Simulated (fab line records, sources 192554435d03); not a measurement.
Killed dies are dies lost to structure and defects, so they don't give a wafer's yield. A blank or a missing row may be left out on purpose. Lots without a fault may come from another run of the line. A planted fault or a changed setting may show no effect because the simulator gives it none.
Problem report in the 8D (eight disciplines) form, filled by code | flow n5_finfet | the parts of the form that need people (team, actions taken, sign-off) are left out

1. THE PROBLEM
rf_fwd_power_W at N5_BEOL_M8_ETCH_66 reads a mean of 634.8 W on 9 wafers of 3 lots; wafers without a fault read 835.4 W with a standard deviation of 2.7. That is -74 standard deviations from the usual mean.
The step: etches SOC in N2/H2, target depth 80 nm, overetch 16 nm, time 120 s.
First seen on wafer L776.1, day 13 05:32, on rie_diel-05. The record holds 21 wafers of 7 lots with a number at this step. Rule for "out", or "out of limits": more than 4 standard deviations from the usual mean. The other wafers with a number count as sound.

2. WHAT IT IS AND WHAT IT IS NOT
question                    | is                       | is not
which readings at this step | rf_fwd_power_W, rf_vpp_V | drypump_motor_current_A, oes_product_au, showerhead_plenum_p_Torr, throttle_valve_pct
which lots                  | L776, L778, L781         | L768, L773, L779, L783
which wafers of those lots  | all that have a number   | -
read on which tools         | rie_diel-05              | rie_diel-02, rie_diel-06
when                        | from day 13 05:32        | up to then (6 sound wafers); but 6 sound wafers of L779, L783 came after

3. SUSPECTS, AND WHAT RULES EACH OUT
Counting: a tool at a process step up to the reading stays a suspect if it ran every lot that is out and no sound lot after the first of them.
- rie_diel-05 at N5_BEOL_M8_DESCUM_33 (chemistry O2, time 7 s): kept. It ran every lot that is out, first L776 (day 13 05:28), and no sound lot after that; its last sound lot up to then is L768 (day 10 20:28).
- rie_diel-05 at N5_BEOL_M8_ETCH_72 (etches underlayer in N2/H2, target depth 6.5 nm, time 5.2 s): kept. It ran every lot that is out, first L776 (day 13 05:29), and no sound lot after that; its last sound lot up to then is L768 (day 10 20:29).
- rie_diel-05 at N5_BEOL_M8_ETCH_65 (etches SiARC in CF4, target depth 15.6 nm, time 26 s): kept. It ran every lot that is out, first L776 (day 13 05:31), and no sound lot after that; its last sound lot up to then is L768 (day 10 20:31).
- rie_diel-05 at N5_BEOL_M8_ETCH_66 (etches SOC in N2/H2, target depth 80 nm, overetch 16 nm, time 120 s): kept. It ran every lot that is out, first L776 (day 13 05:32), and no sound lot after that; its last sound lot up to then is L768 (day 10 20:32). Its own readings are out on those wafers: rf_fwd_power_W, rf_vpp_V.
Left after counting: rie_diel-05 at N5_BEOL_M8_DESCUM_33, rie_diel-05 at N5_BEOL_M8_ETCH_72, rie_diel-05 at N5_BEOL_M8_ETCH_65, rie_diel-05 at N5_BEOL_M8_ETCH_66.

4. THE CAUSE (what the simulator had put in)
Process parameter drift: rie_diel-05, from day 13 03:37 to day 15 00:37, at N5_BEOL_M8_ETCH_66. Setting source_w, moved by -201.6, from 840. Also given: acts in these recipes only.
Counting left 4 suspects, and this tool is among them.

5. THE CHAIN OF EFFECTS, in route order
Each row: a reading whose mean over the struck wafers that have a number lies more than 3 standard deviations from the usual. Only readings for which the record gives a usual standard deviation are gone through. hours: the time from each lot's start at the first step in this table that gives one to its start at this step, as a median over the lots. sigmas: the change in usual standard deviations.
hours | step               | reading        | usual   | on struck wafers | change | sigmas
0     | N5_BEOL_M8_ETCH_66 | rf_fwd_power_W | 835.4 W | 634.8            | -200.6 | -74
0     | N5_BEOL_M8_ETCH_66 | rf_vpp_V       | 524.2 V | 574.1            | +49.9  | +19
The process steps in it:
- N5_BEOL_M8_ETCH_66: etches SOC in N2/H2, target depth 80 nm, overetch 16 nm, time 120 s.

6. WHAT WOULD HAVE CAUGHT IT SOONER
In this record the first reading out of limits was taken at day 13 05:32, 2 hours after the fault began at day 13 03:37.
